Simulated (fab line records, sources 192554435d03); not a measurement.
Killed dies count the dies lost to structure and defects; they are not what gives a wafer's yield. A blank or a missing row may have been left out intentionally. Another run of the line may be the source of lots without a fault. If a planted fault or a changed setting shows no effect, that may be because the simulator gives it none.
Chamber matching | flow n5-finfet | N5_BEOL_M12_DEP_53 on pecvd-03: 3 sister chambers
The step deposits SiCN from 3MS/NH3, target thk 30 nm, time 10.5 s. 16 wafers are shown with their chamber, then 8 later ones without.

## WAFERS, EACH WITH ITS CHAMBER
wafer  | chamber | showerhead-plenum-p-Torr (Torr) | throttle-valve-pct (%) | chamber-pressure-Torr (Torr)
L080.1 | 2       | 4.137                           | 18.0                   | 3.016
L080.4 | 1       | 4.193                           | 19.1                   | 2.991
L080.5 | 2       | 4.131                           | 18.4                   | 3.008
L081.1 | 1       | 4.192                           | 19.5                   | 2.998
L081.4 | 0       | 4.120                           | 18.5                   | 2.998
L081.5 | 2       | 4.139                           | 17.9                   | 2.992
L086.3 | 2       | 4.148                           | 18.3                   | 3.007
L086.5 | 1       | 4.188                           | 19.2                   | 3.008
L086.6 | 2       | 4.136                           | 18.2                   | 2.998
L088.1 | 0       | 4.139                           | 18.5                   | 2.996
L088.2 | 2       | 4.130                           | 18.1                   | 3.006
L088.4 | 1       | 4.183                           | 18.9                   | 2.999
L087.2 | 0       | 4.132                           | 18.5                   | 2.996
L087.3 | 2       | 4.137                           | 18.2                   | 3.003
L087.5 | 2       | 4.133                           | 18.1                   | 2.998
L093.1 | 0       | 4.138                           | 18.7                   | 3.000

SIGNATURES (means of the wafers above)
reading                  | chamber 0 | chamber 1 | chamber 2 | scatter within a chamber
showerhead-plenum-p-Torr | 4.13225   | 4.18900   | 4.13638   | 0.00629
throttle-valve-pct       | 18.550    | 19.175    | 18.150    | 0.175
chamber-pressure-Torr    | 2.99750   | 2.99900   | 3.00350   | 0.00647
Rule: for each reading, subtract the chamber's mean from the wafer's reading, divide by that reading's scatter and square the result; add these up over the readings and take the root, which gives the wafer's distance from the chamber. The wafer belongs to the nearest chamber; if the next one is less than 2 further off, it can't be placed. The scatter: take each reading less its chamber's mean, square it, sum over the shown wafers, divide by the number of wafers less the number of chambers, and take the root.

## WAFERS WITH NO CHAMBER GIVEN
wafer  | showerhead-plenum-p-Torr (Torr) | throttle-valve-pct (%) | chamber-pressure-Torr (Torr)
L093.3 | 4.176                           | 18.9                   | 2.997
L093.5 | 4.135                           | 18.4                   | 2.991
L094.1 | 4.124                           | 18.5                   | 2.999
L094.3 | 4.183                           | 19.3                   | 3.012
L094.4 | 4.138                           | 18.3                   | 2.999
L096.2 | 4.133                           | 18.6                   | 2.996
L096.4 | 4.131                           | 18.7                   | 3.006
L096.6 | 4.135                           | 17.9                   | 2.992

## WHICH CHAMBER EACH WENT THROUGH
wafer  | from the rows above     | in truth
L093.3 | 1                       | 1
L093.5 | can't be placed: 0 or 2 | 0
L094.1 | can't be placed: 0 or 2 | 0
L094.3 | 1                       | 1
L094.4 | can't be placed: 2 or 0 | 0
L096.2 | 0                       | 0
L096.4 | can't be placed: 0 or 2 | 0
L096.6 | can't be placed: 2 or 0 | 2
Correctly placed: 3 of 8. Unplaceable from these rows: 5, with the true chamber sitting among the candidates in 5. 0 placed wrongly.
